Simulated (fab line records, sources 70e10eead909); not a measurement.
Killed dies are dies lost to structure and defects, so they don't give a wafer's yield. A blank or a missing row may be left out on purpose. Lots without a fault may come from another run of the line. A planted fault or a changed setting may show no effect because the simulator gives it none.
Chamber matching | flow nand_harc | NHARC_A_SLIT_ETCH_29 on rie_diel-07: 4 sister chambers
The step etches the open film in CF4/O2, target depth 100 nm, overetch 10 nm, time 55 s. 18 wafers are shown with their chamber, then 9 later ones without.

WAFERS WITH THEIR CHAMBER
wafer  | chamber | showerhead_plenum_p_Torr (Torr) | drypump_motor_current_A (A) | rf_vpp_V (V)
L077.3 | 1       | 1.41                            | 5.2                         | 197.8
L077.4 | 3       | 1.25                            | 5.3                         | 196.1
L077.5 | 3       | 1.25                            | 5.3                         | 195.4
L079.3 | 0       | 1.36                            | 5.0                         | 198.1
L079.5 | 0       | 1.36                            | 5.0                         | 199.9
L079.6 | 1       | 1.41                            | 5.2                         | 198.2
L083.2 | 3       | 1.25                            | 5.3                         | 196.1
L083.5 | 1       | 1.40                            | 5.2                         | 199.3
L083.6 | 2       | 1.39                            | 5.8                         | 199.3
L081.1 | 2       | 1.39                            | 5.8                         | 199.0
L081.2 | 1       | 1.40                            | 5.2                         | 200.6
L081.5 | 1       | 1.40                            | 5.2                         | 199.9
L084.1 | 0       | 1.36                            | 5.1                         | 197.7
L084.4 | 1       | 1.40                            | 5.2                         | 198.8
L084.5 | 2       | 1.39                            | 5.8                         | 198.7
L091.1 | 0       | 1.36                            | 5.0                         | 198.3
L091.3 | 1       | 1.40                            | 5.2                         | 200.1
L091.6 | 0       | 1.36                            | 5.0                         | 198.5

SIGNATURES (means of the wafers above)
reading                  | chamber 0 | chamber 1 | chamber 2 | chamber 3 | scatter within a chamber
showerhead_plenum_p_Torr | 1.3600    | 1.4029    | 1.3900    | 1.2500    | 0.00319
drypump_motor_current_A  | 5.020     | 5.200     | 5.800     | 5.300     | 0.0239
rf_vpp_V                 | 198.500   | 199.243   | 199.000   | 195.867   | 0.832
Rule: a wafer's distance from a chamber is the root of the sum, over the readings, of the square of ((its reading less the chamber's mean) divided by the reading's scatter). The wafer belongs to the nearest chamber; if the next one is less than 2 further off, it can't be placed. The scatter: the root of (the sum of the squares of (reading less its chamber's mean) over the shown wafers, divided by (wafers less chambers)).

WAFERS WITHOUT THEIR CHAMBER
wafer  | showerhead_plenum_p_Torr (Torr) | drypump_motor_current_A (A) | rf_vpp_V (V)
L093.1 | 1.39                            | 5.7                         | 198.2
L093.2 | 1.40                            | 5.2                         | 199.1
L093.3 | 1.25                            | 5.3                         | 195.0
L094.3 | 1.39                            | 5.8                         | 198.6
L094.4 | 1.24                            | 5.3                         | 195.0
L094.6 | 1.36                            | 5.0                         | 197.6
L097.1 | 1.40                            | 5.2                         | 198.8
L097.2 | 1.36                            | 5.0                         | 198.1
L097.6 | 1.39                            | 5.8                         | 200.6

WHICH CHAMBER EACH WENT THROUGH
wafer  | from the rows above | in truth
L093.1 | 2                   | 2
L093.2 | 1                   | 1
L093.3 | 3                   | 3
L094.3 | 2                   | 2
L094.4 | 3                   | 3
L094.6 | 0                   | 0
L097.1 | 1                   | 1
L097.2 | 0                   | 0
L097.6 | 2                   | 2
Placed correctly: 9 of 9. Can't be placed from these rows: 0. Placed wrongly: 0.
